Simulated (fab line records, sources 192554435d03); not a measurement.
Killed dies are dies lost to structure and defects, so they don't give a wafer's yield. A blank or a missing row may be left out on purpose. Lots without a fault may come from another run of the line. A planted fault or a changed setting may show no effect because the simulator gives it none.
Which tool did it? | flow n5_finfet | 24 lots, 72 wafers sampled, at 6 steps of a route of 1938

WHAT THE GAUGES READ, wafer by wafer
The record holds no reading of a measuring or inspecting step that can be judged against a usual standard deviation.

WHICH TOOL RAN EACH LOT (tool, then ch and the chambers of the sampled wafers, then the start)
lot  | N5_HKMG_FIN_ETCH_58               | N5_GATE_CUT_ETCHBACK_00           | N5_GATE_CUT_SAC_CAP_01            | N5_GATE_CUT_CMP_02            | N5_GATE_CUT_CUT_ETCH_55           | N5_GATE_CUT_CMP_61
L074 | rie_diel-02 ch 0,1,3, day 4 06:09 | rie_metal-02 ch 0,1, day 4 13:53  | ald_sin-03 ch 0,1,2, day 4 14:28  | cmp-01 ch 0,1,2, day 4 16:50  | rie_metal-02 ch 0,1, day 4 18:04  | cmp-02 ch 1,2,3, day 4 20:48
L075 | rie_diel-02 ch 0,1,3, day 4 09:51 | rie_metal-01 ch 0,1, day 4 17:49  | ald_sin-03 ch 1,2,3, day 4 18:38  | cmp-01 ch 0,2,3, day 4 20:56  | rie_metal-03 ch 0,1, day 4 22:16  | cmp-01 ch 0,2,3, day 5 00:58
L076 | rie_diel-06 ch 1,3, day 4 14:35   | rie_metal-03 ch 0,1, day 4 22:45  | ald_sin-03 ch 0,1,3, day 4 23:37  | cmp-01 ch 1,2,3, day 5 01:55  | rie_metal-03 ch 0,1, day 5 03:20  | cmp-01 ch 1,2,3, day 5 05:56
L077 | rie_diel-01 ch 0,1,3, day 4 19:54 | rie_metal-01 ch 0,1, day 5 03:33  | ald_sin-01 ch 0,2, day 5 04:10    | cmp-01 ch 0,1, day 5 06:25    | rie_metal-01 ch 0,1, day 5 07:51  | cmp-02 ch 2,3, day 5 10:29
L078 | rie_diel-02 ch 1,2,3, day 5 04:39 | rie_metal-02 ch 0,1, day 5 12:43  | ald_sin-03 ch 0,1,3, day 5 13:19  | cmp-02 ch 1,2,3, day 5 15:35  | rie_metal-03 ch 0,1, day 5 17:01  | cmp-03 ch 0,1,3, day 5 19:41
L079 | rie_diel-02 ch 0,1, day 5 05:46   | rie_metal-03 ch 1, day 5 13:43    | ald_sin-01 ch 1,2,3, day 5 14:19  | cmp-01 ch 0,1, day 5 16:35    | rie_metal-02 ch 0,1, day 5 17:53  | cmp-01 ch 0,1,2, day 5 21:35
L080 | rie_diel-01 ch 1,2,3, day 5 16:57 | rie_metal-02 ch 0,1, day 6 00:35  | ald_sin-03 ch 0,1,3, day 6 01:12  | cmp-02 ch 0,1, day 6 03:31    | rie_metal-02 ch 0,1, day 6 04:55  | cmp-03 ch 0,1,3, day 6 07:53
L081 | rie_diel-02 ch 0,2, day 5 19:04   | rie_metal-02 ch 0,1, day 6 03:50  | ald_sin-03 ch 0,1,2, day 6 04:27  | cmp-03 ch 0,2,3, day 6 06:45  | rie_metal-01 ch 0,1, day 6 08:19  | cmp-03 ch 0,1, day 6 11:34
L082 | rie_diel-02 ch 1,2, day 6 04:55   | rie_metal-01 ch 0,1, day 6 13:31  | ald_sin-04 ch 0,1, day 6 14:16    | cmp-01 ch 0,1, day 6 16:32    | rie_metal-02 ch 0,1, day 6 17:58  | cmp-03 ch 0,2,3, day 6 20:38
L083 | rie_diel-01 ch 0,2, day 6 14:43   | rie_metal-02 ch 0,1, day 6 22:13  | ald_sin-03 ch 1,2,3, day 6 23:19  | cmp-02 ch 0,2,3, day 7 01:41  | rie_metal-03 ch 0,1, day 7 02:55  | cmp-01 ch 0,2, day 7 05:34
L084 | rie_diel-01 ch 1,2,3, day 6 18:51 | rie_metal-02 ch 0,1, day 7 02:24  | ald_sin-04 ch 1,2,3, day 7 03:02  | cmp-02 ch 0,2,3, day 7 05:19  | rie_metal-01 ch 0,1, day 7 06:37  | cmp-01 ch 0,1,2, day 7 09:14
L085 | rie_diel-06 ch 2,3, day 7 01:13   | rie_metal-01 ch 0,1, day 7 08:50  | ald_sin-01 ch 2,3, day 7 09:29    | cmp-01 ch 0,1,3, day 7 11:50  | rie_metal-02 ch 0,1, day 7 13:11  | cmp-02 ch 0,2,3, day 7 15:56
L086 | rie_diel-02 ch 0,1,2, day 7 07:11 | rie_metal-01 ch 0,1, day 7 14:57  | ald_sin-04 ch 1,2,3, day 7 15:34  | cmp-03 ch 1,2,3, day 7 17:50  | rie_metal-02 ch 0,1, day 7 19:08  | cmp-01 ch 1,2,3, day 7 22:10
L087 | rie_diel-06 ch 1,2,3, day 7 08:23 | rie_metal-02 ch 0,1, day 7 16:02  | ald_sin-01 ch 0,1, day 7 16:36    | cmp-03 ch 1,2, day 7 18:52    | rie_metal-02 ch 0,1, day 7 20:18  | cmp-03 ch 1,3, day 7 22:55
L088 | rie_diel-01 ch 1,3, day 7 15:32   | rie_metal-02 ch 0,1, day 7 23:29  | ald_sin-04 ch 0,1,2, day 8 00:30  | cmp-02 ch 1,2, day 8 02:48    | rie_metal-02 ch 0,1, day 8 04:13  | cmp-01 ch 0,1,2, day 8 07:02
L089 | rie_diel-06 ch 0,3, day 7 22:40   | rie_metal-01 ch 0,1, day 8 06:23  | ald_sin-01 ch 0,1,2, day 8 07:34  | cmp-03 ch 0,3, day 8 09:50    | rie_metal-01 ch 0,1, day 8 11:35  | cmp-03 ch 1,2,3, day 8 15:03
L090 | rie_diel-01 ch 0,1, day 8 02:34   | rie_metal-01 ch 0,1, day 8 10:07  | ald_sin-01 ch 1,2,3, day 8 10:44  | cmp-02 ch 0,1, day 8 13:00    | rie_metal-01 ch 0,1, day 8 14:32  | cmp-02 ch 0,1,2, day 8 17:45
L091 | rie_diel-06 ch 2,3, day 8 10:11   | rie_metal-03 ch 0,1, day 8 17:34  | ald_sin-03 ch 1,3, day 8 18:23    | cmp-01 ch 0,1, day 8 20:39    | rie_metal-02 ch 1, day 8 22:05    | cmp-03 ch 2,3, day 9 00:44
L092 | rie_diel-02 ch 0,1,2, day 8 14:40 | rie_metal-01 ch 0,1, day 8 22:20  | ald_sin-04 ch 0,2, day 8 23:47    | cmp-02 ch 2,3, day 9 02:04    | rie_metal-03 ch 1, day 9 03:29    | cmp-03 ch 0,1,2, day 9 06:07
L093 | rie_diel-06 ch 2,3, day 8 23:08   | rie_metal-01 ch 0,1, day 9 07:02  | ald_sin-01 ch 1,3, day 9 07:40    | cmp-03 ch 1,2,3, day 9 09:58  | rie_metal-03 ch 0,1, day 9 11:21  | cmp-03 ch 2,3, day 9 14:00
L094 | rie_diel-02 ch 0,1,2, day 8 23:43 | rie_metal-03 ch 0,1, day 9 07:32  | ald_sin-03 ch 1,2, day 9 08:09    | cmp-02 ch 0,1,3, day 9 10:29  | rie_metal-01 ch 0,1, day 9 11:44  | cmp-02 ch 0,1,2, day 9 14:31
L095 | rie_diel-01 ch 0,3, day 9 07:19   | rie_metal-02 ch 0,1, day 9 14:54  | ald_sin-01 ch 1,2, day 9 15:36    | cmp-03 ch 0,2,3, day 9 17:59  | rie_metal-03 ch 0,1, day 9 19:17  | cmp-02 ch 1,2,3, day 9 22:00
L096 | rie_diel-02 ch 0,2,3, day 9 13:13 | rie_metal-01 ch 0,1, day 9 20:38  | ald_sin-01 ch 1,2, day 9 21:15    | cmp-02 ch 0,3, day 9 23:31    | rie_metal-01 ch 0,1, day 10 01:09 | cmp-03 ch 0,1, day 10 03:51
L097 | rie_diel-01 ch 1,2,3, day 9 18:26 | rie_metal-03 ch 0,1, day 10 02:04 | ald_sin-01 ch 0,1,3, day 10 02:56 | cmp-01 ch 0,2,3, day 10 05:13 | rie_metal-03 ch 0,1, day 10 06:40 | cmp-01 ch 2,3, day 10 09:19
- N5_HKMG_FIN_ETCH_58: etches SOC in N2/H2, target depth 215.8 nm, time 741 s.
- N5_GATE_CUT_ETCHBACK_00: etches W in SF6/Cl2.
- N5_GATE_CUT_SAC_CAP_01: material SiNx, target thk 24 nm, pulse time 1 s, ald cycles 480.
- N5_GATE_CUT_CMP_02: polishes, stops on SiO2, t overpolish 12.7 s, target thk 0 nm.
- N5_GATE_CUT_CUT_ETCH_55: etches HfO2 in BCl3, target depth 3.2 nm.
- N5_GATE_CUT_CMP_61: polishes, stops on SiNx, t overpolish 3 s.

WHAT THE TOOLS THEMSELVES READ (means of the sampled wafers that have a number; where no wafer has one, the mark that the record gives instead)
N5_HKMG_FIN_ETCH_58. Usual: drypump_motor_current_A 5.6 A, standard deviation 0.47; oes_product_au 0.84 a.u., standard deviation 0.073; rf_vpp_V 99.2 V, standard deviation 0.96; showerhead_plenum_p_Torr 2.57 Torr, standard deviation 0.1; throttle_valve_pct 17.70 %, standard deviation 0.19.
lot  | tool        | drypump_motor_current_A (A) | oes_product_au (a.u.) | rf_vpp_V (V) | showerhead_plenum_p_Torr (Torr) | throttle_valve_pct (%) | flag
L074 | rie_diel-02 | 5.4                         | 0.92                  | 98.8         | 2.57                            | 17.50                  |
L075 | rie_diel-02 | 5.4                         | 0.92                  | 99.3         | 2.56                            | 17.50                  |
L076 | rie_diel-06 | 6.2                         | 0.85                  | 99.4         | 2.54                            | 17.76                  |
L077 | rie_diel-01 | 5.7                         | 0.80                  | 99.1         | 2.48                            | 17.83                  |
L078 | rie_diel-02 | 5.4                         | 0.88                  | 99.1         | 2.59                            | 17.57                  |
L079 | rie_diel-02 | 5.7                         | 0.91                  | 99.9         | 2.60                            | 17.42                  |
L080 | rie_diel-01 | 5.8                         | 0.77                  | 98.5         | 2.51                            | 17.79                  |
L081 | rie_diel-02 | 5.8                         | 0.86                  | 99.8         | 2.67                            | 17.61                  |
L082 | rie_diel-02 | 5.7                         | 0.85                  | 99.9         | 2.66                            | 17.59                  |
L083 | rie_diel-01 | 6.2                         | 0.73                  | 97.8         | 2.44                            | 17.93                  |
L084 | rie_diel-01 | 5.8                         | 0.76                  | 99.1         | 2.50                            | 17.82                  |
L085 | rie_diel-06 | 5.3                         | 0.92                  | 99.3         | 2.70                            | 17.70                  |
L086 | rie_diel-02 | 5.8                         | 0.85                  | 99.8         | 2.63                            | 17.54                  |
L087 | rie_diel-06 | 5.8                         | 0.86                  | 99.8         | 2.61                            | 17.75                  |
L088 | rie_diel-01 | 5.4                         | 0.76                  | 98.7         | 2.51                            | 17.88                  |
L089 | rie_diel-06 | 5.2                         | 0.90                  | 100.1        | 2.70                            | 17.64                  |
L090 | rie_diel-01 | 5.6                         | 0.70                  | 98.5         | 2.48                            | 17.99                  |
L091 | rie_diel-06 | 5.3                         | 0.88                  | 100.3        | 2.69                            | 17.72                  |
L092 | rie_diel-02 | 5.7                         | 0.84                  | 99.0         | 2.63                            | 17.57                  |
L093 | rie_diel-06 | 5.3                         | 0.88                  | 99.0         | 2.67                            | 17.64                  |
L094 | rie_diel-02 | 5.7                         | 0.84                  | 99.4         | 2.62                            | 17.58                  |
L095 | rie_diel-01 | 5.8                         | 0.80                  | 99.4         | 2.45                            | 17.83                  |
L096 | rie_diel-02 | 5.4                         | 0.82                  | 99.4         | 2.58                            | 17.67                  |
L097 | rie_diel-01 | 5.8                         | 0.82                  | 99.3         | 2.49                            | 17.74                  |

N5_GATE_CUT_ETCHBACK_00. Usual: drypump_motor_current_A 5.61 A, standard deviation 0.17; mfc_cl2_sccm 60.03 sccm, standard deviation 0.19; oes_product_au 0.74 a.u., standard deviation 0.11; throttle_valve_pct 27.63 %, standard deviation 0.26.
lot  | tool         | drypump_motor_current_A (A) | mfc_cl2_sccm (sccm) | oes_product_au (a.u.) | throttle_valve_pct (%) | flag
L074 | rie_metal-02 | 5.72                        | 60.14               | 0.75                  | 27.92                  |
L075 | rie_metal-01 | 5.53                        | 60.08               | 0.76                  | 27.34                  |
L076 | rie_metal-03 | 5.56                        | 59.89               | 0.63                  | 27.68                  |
L077 | rie_metal-01 | 5.56                        | 60.22               | 0.75                  | 27.36                  |
L078 | rie_metal-02 | 5.75                        | 60.05               | 0.73                  | 27.92                  |
L079 | rie_metal-03 | 5.59                        | 60.05               | 0.63                  | 27.48                  |
L080 | rie_metal-02 | 5.79                        | 60.12               | 0.84                  | 27.82                  |
L081 | rie_metal-02 | 5.73                        | 59.86               | 0.73                  | 27.91                  |
L082 | rie_metal-01 | 5.43                        | 59.68               | 0.78                  | 27.44                  |
L083 | rie_metal-02 | 5.79                        | 60.00               | 0.82                  | 27.83                  |
L084 | rie_metal-02 | 5.72                        | 60.03               | 0.72                  | 27.93                  |
L085 | rie_metal-01 | 5.43                        | 60.16               | 0.78                  | 27.45                  |
L086 | rie_metal-01 | 5.55                        | 59.95               | 0.74                  | 27.36                  |
L087 | rie_metal-02 | 5.78                        | 60.04               | 0.81                  | 27.82                  |
L088 | rie_metal-02 | 5.80                        | 60.04               | 0.82                  | 27.83                  |
L089 | rie_metal-01 | 5.46                        | 60.15               | 0.77                  | 27.45                  |
L090 | rie_metal-01 | 5.47                        | 60.05               | 0.76                  | 27.46                  |
L091 | rie_metal-03 | 5.54                        | 59.88               | 0.61                  | 27.71                  |
L092 | rie_metal-01 | 5.42                        | 60.18               | 0.76                  | 27.46                  |
L093 | rie_metal-01 | 5.45                        | 60.09               | 0.76                  | 27.45                  |
L094 | rie_metal-03 | 5.54                        | 60.08               | 0.62                  | 27.70                  |
L095 | rie_metal-02 | 5.74                        | 60.03               | 0.71                  | 27.93                  |
L096 | rie_metal-01 | 5.54                        | 59.77               | 0.73                  | 27.38                  |
L097 | rie_metal-03 | 5.53                        | 60.03               | 0.62                  | 27.71                  |

N5_GATE_CUT_SAC_CAP_01. Usual: heater_power_w 853 W, standard deviation 78; precursor_pulse_height_rel 0.997, standard deviation 0.021.
lot  | tool       | heater_power_w (W) | precursor_pulse_height_rel | flag
L074 | ald_sin-03 | 802                | 1.005                      |
L075 | ald_sin-03 | 776                | 1.009                      |
L076 | ald_sin-03 | 807                | 0.965                      |
L077 | ald_sin-01 | 869                | 0.998                      |
L078 | ald_sin-03 | 821                | 0.988                      |
L079 | ald_sin-01 | 895                | 1.002                      |
L080 | ald_sin-03 | 825                | 0.994                      |
L081 | ald_sin-03 | 801                | 0.987                      |
L082 | ald_sin-04 | 923                | 1.004                      |
L083 | ald_sin-03 | 781                | 1.021                      |
L084 | ald_sin-04 | 812                | 0.986                      |
L085 | ald_sin-01 | 919                | 1.008                      |
L086 | ald_sin-04 | 828                | 1.003                      |
L087 | ald_sin-01 | 835                | 0.975                      |
L088 | ald_sin-04 | 875                | 1.006                      |
L089 | ald_sin-01 | 879                | 0.992                      |
L090 | ald_sin-01 | 897                | 1.006                      |
L091 | ald_sin-03 | 748                | 1.001                      |
L092 | ald_sin-04 | 909                | 0.991                      |
L093 | ald_sin-01 | 904                | 1.000                      |
L094 | ald_sin-03 | 742                | 1.005                      |
L095 | ald_sin-01 | 866                | 0.997                      |
L096 | ald_sin-01 | 858                | 0.998                      |
L097 | ald_sin-01 | 885                | 1.005                      |

N5_GATE_CUT_CMP_02. Usual: motor_current_A 9.0 A, standard deviation 1.3; overpolish_run_s 12.701 s, standard deviation 0.0093; time_to_endpoint_s 25 s, standard deviation 3.2.
lot  | tool   | motor_current_A (A) | overpolish_run_s (s) | time_to_endpoint_s (s) | flag
L074 | cmp-01 | 10.4                | 12.697               | 25                     |
L075 | cmp-01 | 9.8                 | 12.703               | 25                     |
L076 | cmp-01 | 10.1                | 12.704               | 24                     |
L077 | cmp-01 | 8.5                 | 12.704               | 24                     |
L078 | cmp-02 | 8.7                 | 12.705               | 24                     |
L079 | cmp-01 | 8.7                 | 12.695               | 25                     |
L080 | cmp-02 | 8.4                 | 12.719               | 26                     |
L081 | cmp-03 | 8.8                 | 12.706               | 29                     |
L082 | cmp-01 | 9.0                 | 12.699               | 27                     |
L083 | cmp-02 | 9.1                 | 12.702               | 25                     |
L084 | cmp-02 | 8.6                 | 12.695               | 24                     |
L085 | cmp-01 | 8.3                 | 12.702               | 25                     |
L086 | cmp-03 | 8.3                 | 12.698               | 28                     |
L087 | cmp-03 | 9.0                 | 12.703               | 27                     |
L088 | cmp-02 | 9.3                 | 12.703               | 20                     |
L089 | cmp-03 | 8.4                 | 12.710               | 26                     |
L090 | cmp-02 | 8.6                 | 12.699               | 22                     |
L091 | cmp-01 | 9.0                 | 12.697               | 29                     |
L092 | cmp-02 | 8.9                 | 12.705               | 24                     |
L093 | cmp-03 | 8.7                 | 12.696               | 27                     |
L094 | cmp-02 | 8.5                 | 12.697               | 24                     |
L095 | cmp-03 | 8.7                 | 12.705               | 31                     |
L096 | cmp-02 | 8.5                 | 12.693               | 24                     |
L097 | cmp-01 | 10.1                | 12.698               | 26                     |

N5_GATE_CUT_CUT_ETCH_55. Usual: drypump_motor_current_A 5.61 A, standard deviation 0.16; oes_product_au 0.72 a.u., standard deviation 0.12; throttle_valve_pct 33.3 %, standard deviation 0.53.
lot  | tool         | drypump_motor_current_A (A) | oes_product_au (a.u.) | throttle_valve_pct (%) | flag
L074 | rie_metal-02 | 5.72                        | 0.75                  | 33.9                   |
L075 | rie_metal-03 | 5.57                        | 0.63                  | 33.1                   |
L076 | rie_metal-03 | 5.54                        | 0.63                  | 33.3                   |
L077 | rie_metal-01 | 5.44                        | 0.79                  | 32.7                   |
L078 | rie_metal-03 | 5.52                        | 0.63                  | 33.3                   |
L079 | rie_metal-02 | 5.78                        | 0.85                  | 33.9                   |
L080 | rie_metal-02 | 5.78                        | 0.83                  | 33.9                   |
L081 | rie_metal-01 | 5.45                        | 0.78                  | 32.7                   |
L082 | rie_metal-02 | 5.73                        | 0.73                  | 33.9                   |
L083 | rie_metal-03 | 5.56                        | 0.63                  | 33.1                   |
L084 | rie_metal-01 | 5.44                        | 0.78                  | 32.7                   |
L085 | rie_metal-02 | 5.72                        | 0.72                  | 33.9                   |
L086 | rie_metal-02 | 5.81                        | 0.81                  | 33.9                   |
L087 | rie_metal-02 | 5.77                        | 0.81                  | 33.9                   |
L088 | rie_metal-02 | 5.79                        | 0.80                  | 33.9                   |
L089 | rie_metal-01 | 5.42                        | 0.76                  | 32.7                   |
L090 | rie_metal-01 | 5.42                        | 0.78                  | 32.7                   |
L091 | rie_metal-02 | 5.65                        | 0.63                  | 33.9                   |
L092 | rie_metal-03 | 5.59                        | 0.62                  | 32.8                   |
L093 | rie_metal-03 | 5.53                        | 0.62                  | 33.3                   |
L094 | rie_metal-01 | 5.56                        | 0.73                  | 32.7                   |
L095 | rie_metal-03 | 5.54                        | 0.62                  | 33.3                   |
L096 | rie_metal-01 | 5.54                        | 0.71                  | 32.7                   |
L097 | rie_metal-03 | 5.57                        | 0.62                  | 33.1                   |

N5_GATE_CUT_CMP_61. Usual: motor_current_A 12.0 A, standard deviation 1.8.
lot  | tool   | motor_current_A (A) | flag
L074 | cmp-02 | 11.8                |
L075 | cmp-01 | 13.6                |
L076 | cmp-01 | 13.4                |
L077 | cmp-02 | 12.3                |
L078 | cmp-03 | 10.9                |
L079 | cmp-01 | 13.6                |
L080 | cmp-03 | 11.0                |
L081 | cmp-03 | 11.1                |
L082 | cmp-03 | 12.0                |
L083 | cmp-01 | 13.7                |
L084 | cmp-01 | 13.1                |
L085 | cmp-02 | 11.8                |
L086 | cmp-01 | 13.4                |
L087 | cmp-03 | 10.7                |
L088 | cmp-01 | 13.5                |
L089 | cmp-03 | 11.4                |
L090 | cmp-02 | 12.4                |
L091 | cmp-03 | 11.9                |
L092 | cmp-03 | 11.8                |
L093 | cmp-03 | 12.1                |
L094 | cmp-02 | 12.1                |
L095 | cmp-02 | 11.7                |
L096 | cmp-03 | 11.3                |
L097 | cmp-01 | 15.1                |

THE ANSWER, worked out from the rows above alone
Rule: a lot is off if the mean of its wafers that have a number lies more than 3 standard deviations from the usual mean. A lot without any number at a reading at which 4 lots or more have one is off too. The other lots that the step has rows for count as sound. The gauges are gone through in route order, then the tools' own readings, and for those a lot's mean is taken as printed above. The first step at which some lot is off is used, and at that step the reading that is off furthest; a lot without a number counts as furthest.
No lot is off at any reading shown: from this, nothing can be told.

WHAT THE SIMULATOR HAD PUT IN
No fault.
